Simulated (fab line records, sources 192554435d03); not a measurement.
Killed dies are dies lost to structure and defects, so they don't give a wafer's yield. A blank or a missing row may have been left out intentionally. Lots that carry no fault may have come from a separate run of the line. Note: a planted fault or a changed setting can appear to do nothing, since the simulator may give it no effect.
Which tool did it? :: flow n5_finfet :: Sampling: 9 lots, 27 wafers, 5 of 1938 route steps

WHAT THE GAUGES SHOWED, per wafer
N5_BEOL_M4_RC_MEAS_101. Usual: DIBL_N 36.3 mV/V, standard deviation 1.7; DIBL_P 36.5 mV/V, standard deviation 1.8; IOFF_N 0.16 nA/um, standard deviation 0.033; IOFF_P 0.21 nA/um, standard deviation 0.037; ION_N 675 uA/um, standard deviation 11; ION_P 462 uA/um, standard deviation 7.9; SS_N 71.6 mV/dec, standard deviation 0.64; SS_P 73.3 mV/dec, standard deviation 0.68; VT_N 249 mV, standard deviation 3.3; VT_P -250 mV, standard deviation 3.3.
lot: L480
measured: day 8 07:23
on: prober-01
DIBL_N (mV/V): 37.0 35.9 36.4
DIBL_P (mV/V): 37.9 36.4 36.4
IOFF_N (nA/um): 0.16 0.14 0.14
IOFF_P (nA/um): 0.23 0.22 0.21
ION_N (uA/um): 674 669 675
ION_P (uA/um): 464 461 471
SS_N (mV/dec): 71.5 71.1 71.3
SS_P (mV/dec): 73.7 73.5 73.1
VT_N (mV): 249 251 251
VT_P (mV): -251 -250 -250
flag: 

lot: L482
measured: day 8 14:43
on: prober-01
DIBL_N (mV/V): 36.4 38.2 37.6
DIBL_P (mV/V): 35.8 38.6 37.2
IOFF_N (nA/um): 0.15 0.19 0.16
IOFF_P (nA/um): 0.22 0.26 0.24
ION_N (uA/um): 672 682 671
ION_P (uA/um): 463 470 466
SS_N (mV/dec): 72.0 71.9 72.3
SS_P (mV/dec): 72.9 74.6 74.0
VT_N (mV): 249 245 250
VT_P (mV): -248 -246 -245
flag: 

lot: L483
measured: day 8 14:51
on: prober-02
DIBL_N (mV/V): 37.3 33.8 35.5
DIBL_P (mV/V): 37.5 33.5 36.1
IOFF_N (nA/um): 0.18 0.12 0.15
IOFF_P (nA/um): 0.23 0.17 0.21
ION_N (uA/um): 680 677 683
ION_P (uA/um): 470 471 476
SS_N (mV/dec): 71.2 70.7 72.1
SS_P (mV/dec): 72.8 71.7 72.8
VT_N (mV): 247 255 250
VT_P (mV): -250 -253 -250
flag: 

lot: L484
measured: day 9 10:17
on: prober-01
DIBL_N (mV/V): 37.3 36.6 37.0
DIBL_P (mV/V): 38.4 36.7 37.8
IOFF_N (nA/um): 0.18 0.17 0.17
IOFF_P (nA/um): 0.24 0.22 0.24
ION_N (uA/um): 680 688 676
ION_P (uA/um): 466 459 465
SS_N (mV/dec): 72.3 71.7 72.3
SS_P (mV/dec): 72.8 72.8 73.0
VT_N (mV): 247 250 249
VT_P (mV): -251 -253 -248
flag: 

lot: L488
measured: day 10 07:21
on: prober-01
DIBL_N (mV/V): 34.9 35.6 33.3
DIBL_P (mV/V): 35.2 36.8 33.1
IOFF_N (nA/um): 0.15 0.16 0.12
IOFF_P (nA/um): 0.22 0.23 0.19
ION_N (uA/um): 679 675 690
ION_P (uA/um): 467 467 479
SS_N (mV/dec): 71.0 71.6 70.1
SS_P (mV/dec): 73.7 74.1 72.8
VT_N (mV): 249 249 254
VT_P (mV): -250 -248 -249
flag: 

lot: L489
measured: day 10 09:15
on: prober-01
DIBL_N (mV/V): 35.8 35.6 34.2
DIBL_P (mV/V): 36.3 34.7 33.9
IOFF_N (nA/um): 0.16 0.15 0.13
IOFF_P (nA/um): 0.20 0.17 0.17
ION_N (uA/um): 684 666 657
ION_P (uA/um): 464 450 448
SS_N (mV/dec): 71.3 71.1 71.1
SS_P (mV/dec): 72.9 72.7 72.1
VT_N (mV): 249 249 251
VT_P (mV): -251 -253 -253
flag: 

lot: L497
measured: day 12 03:55
on: prober-01
DIBL_N (mV/V): 37.3 36.3 37.3
DIBL_P (mV/V): 36.6 35.8 36.4
IOFF_N (nA/um): 0.16 0.15 0.17
IOFF_P (nA/um): 0.23 0.22 0.23
ION_N (uA/um): 678 662 667
ION_P (uA/um): 472 460 464
SS_N (mV/dec): 71.4 71.4 71.9
SS_P (mV/dec): 72.5 73.4 73.5
VT_N (mV): 254 253 249
VT_P (mV): -245 -248 -247
flag: 

lot: L498
measured: day 13 00:05
on: prober-02
DIBL_N (mV/V): 33.4 35.3 34.3
DIBL_P (mV/V): 33.1 34.8 33.9
IOFF_N (nA/um): 0.13 0.16 0.14
IOFF_P (nA/um): 0.17 0.19 0.18
ION_N (uA/um): 682 677 672
ION_P (uA/um): 465 462 459
SS_N (mV/dec): 71.4 71.3 71.9
SS_P (mV/dec): 72.7 73.6 73.2
VT_N (mV): 251 247 250
VT_P (mV): -254 -251 -252
flag: 

lot: L501
measured: day 13 10:06
on: prober-01
DIBL_N (mV/V): 33.2 36.3 36.8
DIBL_P (mV/V): 33.6 37.7 38.6
IOFF_N (nA/um): 0.12 0.18 0.19
IOFF_P (nA/um): 0.16 0.21 0.22
ION_N (uA/um): 669 678 677
ION_P (uA/um): 452 461 458
SS_N (mV/dec): 71.2 71.9 72.1
SS_P (mV/dec): 72.4 74.4 74.3
VT_N (mV): 252 248 246
VT_P (mV): -256 -250 -253
flag: 

TOOL THAT RAN EACH LOT (tool first, then ch and the chambers of the sampled wafers, then the start)
lot: L480
N5_BEOL_M2_ETCH_69: rie_diel-03 ch 0,1, day 7 03:43
N5_BEOL_M2_TRENCH_ETCH_37: rie_diel-03 ch 2,3, day 7 07:14
N5_BEOL_M2_DEGAS_44: pvd_sputter-03, day 7 07:54
N5_BEOL_M2_SURFACE_TREAT_85: pvd_sputter-02, day 7 08:16

lot: L482
N5_BEOL_M2_ETCH_69: rie_diel-01 ch 0,2,3, day 7 06:05
N5_BEOL_M2_TRENCH_ETCH_37: rie_diel-06 ch 0,1,3, day 7 07:22
N5_BEOL_M2_DEGAS_44: pvd_sputter-03, day 7 07:59
N5_BEOL_M2_SURFACE_TREAT_85: pvd_sputter-03, day 7 08:28

lot: L483
N5_BEOL_M2_ETCH_69: rie_diel-01 ch 0,2,3, day 7 12:32
N5_BEOL_M2_TRENCH_ETCH_37: rie_diel-01 ch 0,2,3, day 7 16:39
N5_BEOL_M2_DEGAS_44: pvd_sputter-02, day 7 17:25
N5_BEOL_M2_SURFACE_TREAT_85: pvd_sputter-02, day 7 17:46

lot: L484
N5_BEOL_M2_ETCH_69: rie_diel-01 ch 1,2,3, day 8 06:02
N5_BEOL_M2_TRENCH_ETCH_37: rie_diel-03 ch 1,2,3, day 8 07:56
N5_BEOL_M2_DEGAS_44: pvd_sputter-03, day 8 08:17
N5_BEOL_M2_SURFACE_TREAT_85: pvd_sputter-01, day 8 08:39

lot: L488
N5_BEOL_M2_ETCH_69: rie_diel-01 ch 0,3, day 9 01:33
N5_BEOL_M2_TRENCH_ETCH_37: rie_diel-03 ch 1,2, day 9 06:20
N5_BEOL_M2_DEGAS_44: pvd_sputter-03, day 9 06:46
N5_BEOL_M2_SURFACE_TREAT_85: pvd_sputter-03, day 9 07:06

lot: L489
N5_BEOL_M2_ETCH_69: rie_diel-01 ch 0,2,3, day 9 08:35
N5_BEOL_M2_TRENCH_ETCH_37: rie_diel-03 ch 0,1,2, day 9 09:02
N5_BEOL_M2_DEGAS_44: pvd_sputter-01, day 9 09:30
N5_BEOL_M2_SURFACE_TREAT_85: pvd_sputter-01, day 9 09:50

lot: L497
N5_BEOL_M2_ETCH_69: rie_diel-03 ch 1,2,3, day 11 05:08
N5_BEOL_M2_TRENCH_ETCH_37: rie_diel-01 ch 1,2,3, day 11 06:46
N5_BEOL_M2_DEGAS_44: pvd_sputter-02, day 11 07:17
N5_BEOL_M2_SURFACE_TREAT_85: pvd_sputter-01, day 11 07:45

lot: L498
N5_BEOL_M2_ETCH_69: rie_diel-01 ch 1,2,3, day 11 14:20
N5_BEOL_M2_TRENCH_ETCH_37: rie_diel-06 ch 0,2, day 11 15:17
N5_BEOL_M2_DEGAS_44: pvd_sputter-02, day 11 16:01
N5_BEOL_M2_SURFACE_TREAT_85: pvd_sputter-02, day 11 16:39

lot: L501
N5_BEOL_M2_ETCH_69: rie_diel-06 ch 0,3, day 12 04:51
N5_BEOL_M2_TRENCH_ETCH_37: rie_diel-03 ch 1,3, day 12 08:59
N5_BEOL_M2_DEGAS_44: pvd_sputter-03, day 12 09:46
N5_BEOL_M2_SURFACE_TREAT_85: pvd_sputter-02, day 12 10:09
- N5_BEOL_M2_ETCH_69: etches SiARC in CF4, target depth 15.6 nm, time 26 s.
- N5_BEOL_M2_TRENCH_ETCH_37: etches SiOC in C4F6/O2, target depth 55.555 nm, time 29.2 s.
- N5_BEOL_M2_DEGAS_44: time 60 s.
- N5_BEOL_M2_SURFACE_TREAT_85

AS READ BY THE TOOLS THEMSELVES (means over the sampled wafers that have a number; for cases with no such wafer, the mark the record gives instead)
N5_BEOL_M2_ETCH_69. Usual: bias_w 36.00 W, standard deviation 0.11; drypump_motor_current_A 5.6 A, standard deviation 0.51; etch_rf_on_time_s 26.1 s, standard deviation 0.54; mfc_ar_sccm 100.03 sccm, standard deviation 0.29; oes_product_au 0.67 a.u., standard deviation 0.067; rf_vpp_V 184.1 V, standard deviation 1.1; showerhead_plenum_p_Torr 2.15 Torr, standard deviation 0.076; throttle_valve_pct 15.64 %, standard deviation 0.25.
lot: L480
tool: rie_diel-03
bias_w (W): 35.89
drypump_motor_current_A (A): 5.7
etch_rf_on_time_s (s): 25.5
mfc_ar_sccm (sccm): 100.06
oes_product_au (a.u.): 0.64
rf_vpp_V (V): 183.5
showerhead_plenum_p_Torr (Torr): 2.17
throttle_valve_pct (%): 15.65
flag: 

lot: L482
tool: rie_diel-01
bias_w (W): 35.96
drypump_motor_current_A (A): 5.7
etch_rf_on_time_s (s): 26.1
mfc_ar_sccm (sccm): 100.12
oes_product_au (a.u.): 0.68
rf_vpp_V (V): 185.3
showerhead_plenum_p_Torr (Torr): 2.21
throttle_valve_pct (%): 15.67
flag: 

lot: L483
tool: rie_diel-01
bias_w (W): 36.04
drypump_motor_current_A (A): 5.7
etch_rf_on_time_s (s): 25.9
mfc_ar_sccm (sccm): 100.02
oes_product_au (a.u.): 0.68
rf_vpp_V (V): 184.8
showerhead_plenum_p_Torr (Torr): 2.21
throttle_valve_pct (%): 15.67
flag: 

lot: L484
tool: rie_diel-01
bias_w (W): 36.14
drypump_motor_current_A (A): 5.8
etch_rf_on_time_s (s): 26.1
mfc_ar_sccm (sccm): 100.11
oes_product_au (a.u.): 0.74
rf_vpp_V (V): 183.8
showerhead_plenum_p_Torr (Torr): 2.21
throttle_valve_pct (%): 15.51
flag: 

lot: L488
tool: rie_diel-01
bias_w (W): 36.05
drypump_motor_current_A (A): 6.2
etch_rf_on_time_s (s): 25.7
mfc_ar_sccm (sccm): 100.22
oes_product_au (a.u.): 0.69
rf_vpp_V (V): 184.6
showerhead_plenum_p_Torr (Torr): 2.21
throttle_valve_pct (%): 15.50
flag: 

lot: L489
tool: rie_diel-01
bias_w (W): 36.09
drypump_motor_current_A (A): 5.7
etch_rf_on_time_s (s): 26.1
mfc_ar_sccm (sccm): 100.36
oes_product_au (a.u.): 0.67
rf_vpp_V (V): 184.5
showerhead_plenum_p_Torr (Torr): 2.20
throttle_valve_pct (%): 15.71
flag: 

lot: L497
tool: rie_diel-03
bias_w (W): 36.01
drypump_motor_current_A (A): 5.4
etch_rf_on_time_s (s): 26.5
mfc_ar_sccm (sccm): 100.08
oes_product_au (a.u.): 0.67
rf_vpp_V (V): 184.8
showerhead_plenum_p_Torr (Torr): 2.09
throttle_valve_pct (%): 15.58
flag: 

lot: L498
tool: rie_diel-01
bias_w (W): 35.92
drypump_motor_current_A (A): 5.8
etch_rf_on_time_s (s): 25.8
mfc_ar_sccm (sccm): 100.20
oes_product_au (a.u.): 0.70
rf_vpp_V (V): 184.9
showerhead_plenum_p_Torr (Torr): 2.20
throttle_valve_pct (%): 15.57
flag: 

lot: L501
tool: rie_diel-06
bias_w (W): 35.97
drypump_motor_current_A (A): 4.9
etch_rf_on_time_s (s): 26.5
mfc_ar_sccm (sccm): 100.06
oes_product_au (a.u.): 0.64
rf_vpp_V (V): 183.4
showerhead_plenum_p_Torr (Torr): 2.11
throttle_valve_pct (%): 15.48
flag: 

N5_BEOL_M2_TRENCH_ETCH_37. Usual: bias_w 185.0 W, standard deviation 0.47; drypump_motor_current_A 5.6 A, standard deviation 0.5; mfc_ar_sccm 300.0 sccm, standard deviation 0.88; oes_o_777_au 0.79 a.u., standard deviation 0.082; oes_product_au 0.79 a.u., standard deviation 0.086; rf_vpp_V 666 V, standard deviation 8.1; showerhead_plenum_p_Torr 2.85 Torr, standard deviation 0.096; throttle_valve_pct 20.88 %, standard deviation 0.24.
lot: L480
tool: rie_diel-03
bias_w (W): 185.7
drypump_motor_current_A (A): 5.8
mfc_ar_sccm (sccm): 299.7
oes_o_777_au (a.u.): 0.87
oes_product_au (a.u.): 0.89
rf_vpp_V (V): 670
showerhead_plenum_p_Torr (Torr): 2.84
throttle_valve_pct (%): 20.88
flag: 

lot: L482
tool: rie_diel-06
bias_w (W): 184.5
drypump_motor_current_A (A): 5.1
mfc_ar_sccm (sccm): 301.1
oes_o_777_au (a.u.): 0.78
oes_product_au (a.u.): 0.78
rf_vpp_V (V): 667
showerhead_plenum_p_Torr (Torr): 2.86
throttle_valve_pct (%): 20.80
flag: 

lot: L483
tool: rie_diel-01
bias_w (W): 184.7
drypump_motor_current_A (A): 5.7
mfc_ar_sccm (sccm): 300.5
oes_o_777_au (a.u.): 0.80
oes_product_au (a.u.): 0.79
rf_vpp_V (V): 668
showerhead_plenum_p_Torr (Torr): 2.93
throttle_valve_pct (%): 20.89
flag: 

lot: L484
tool: rie_diel-03
bias_w (W): 185.0
drypump_motor_current_A (A): 5.5
mfc_ar_sccm (sccm): 299.6
oes_o_777_au (a.u.): 0.81
oes_product_au (a.u.): 0.82
rf_vpp_V (V): 667
showerhead_plenum_p_Torr (Torr): 2.80
throttle_valve_pct (%): 20.82
flag: 

lot: L488
tool: rie_diel-03
bias_w (W): 178.4
drypump_motor_current_A (A): 5.4
mfc_ar_sccm (sccm): 300.2
oes_o_777_au (a.u.): 0.73
oes_product_au (a.u.): 0.73
rf_vpp_V (V): 646
showerhead_plenum_p_Torr (Torr): 2.74
throttle_valve_pct (%): 20.93
flag: OFF

lot: L489
tool: rie_diel-03
bias_w (W): 177.7
drypump_motor_current_A (A): 5.6
mfc_ar_sccm (sccm): 300.0
oes_o_777_au (a.u.): 0.74
oes_product_au (a.u.): 0.73
rf_vpp_V (V): 646
showerhead_plenum_p_Torr (Torr): 2.80
throttle_valve_pct (%): 20.90
flag: OFF

lot: L497
tool: rie_diel-01
bias_w (W): 185.1
drypump_motor_current_A (A): 5.8
mfc_ar_sccm (sccm): 299.9
oes_o_777_au (a.u.): 0.83
oes_product_au (a.u.): 0.82
rf_vpp_V (V): 660
showerhead_plenum_p_Torr (Torr): 2.92
throttle_valve_pct (%): 20.84
flag: 

lot: L498
tool: rie_diel-06
bias_w (W): 184.7
drypump_motor_current_A (A): 5.2
mfc_ar_sccm (sccm): 299.7
oes_o_777_au (a.u.): 0.76
oes_product_au (a.u.): 0.75
rf_vpp_V (V): 666
showerhead_plenum_p_Torr (Torr): 2.79
throttle_valve_pct (%): 21.00
flag: 

lot: L501
tool: rie_diel-03
bias_w (W): 184.5
drypump_motor_current_A (A): 5.5
mfc_ar_sccm (sccm): 300.2
oes_o_777_au (a.u.): 0.83
oes_product_au (a.u.): 0.84
rf_vpp_V (V): 668
showerhead_plenum_p_Torr (Torr): 2.84
throttle_valve_pct (%): 20.77
flag: 

N5_BEOL_M2_DEGAS_44. Usual: 352 W for heater_power_w, sd 47.
lot: L480
tool: pvd_sputter-03
heater_power_w (W): 360
flag: 

lot: L482
tool: pvd_sputter-03
heater_power_w (W): 343
flag: 

lot: L483
tool: pvd_sputter-02
heater_power_w (W): 324
flag: 

lot: L484
tool: pvd_sputter-03
heater_power_w (W): 362
flag: 

lot: L488
tool: pvd_sputter-03
heater_power_w (W): 346
flag: 

lot: L489
tool: pvd_sputter-01
heater_power_w (W): 342
flag: 

lot: L497
tool: pvd_sputter-02
heater_power_w (W): 391
flag: 

lot: L498
tool: pvd_sputter-02
heater_power_w (W): 355
flag: 

lot: L501
tool: pvd_sputter-03
heater_power_w (W): 351
flag: 

THE ANSWER, worked out from the rows above alone
Rule: take the mean of a lot's wafers that have a number; if it is more than 3 standard deviations from the usual mean, the lot is off. A lot without any number at a reading at which 4 lots or more have one is off too. The other lots that the step has rows for count as sound. Order of review: gauges by route order, followed by the tools' own readings, for which a lot's mean as printed above is used. The first step at which some lot is off is used, and at that step the reading that is off furthest; a lot without a number counts as furthest.
Off: L488, L489 (N5_BEOL_M2_TRENCH_ETCH_37, bias_w).
If a tool, at that step or one of the process steps before it, ran each lot that is off and ran no sound lot following the first of them, it fits. None of those tried fits.

WHAT HAD BEEN PUT IN BY THE SIMULATOR
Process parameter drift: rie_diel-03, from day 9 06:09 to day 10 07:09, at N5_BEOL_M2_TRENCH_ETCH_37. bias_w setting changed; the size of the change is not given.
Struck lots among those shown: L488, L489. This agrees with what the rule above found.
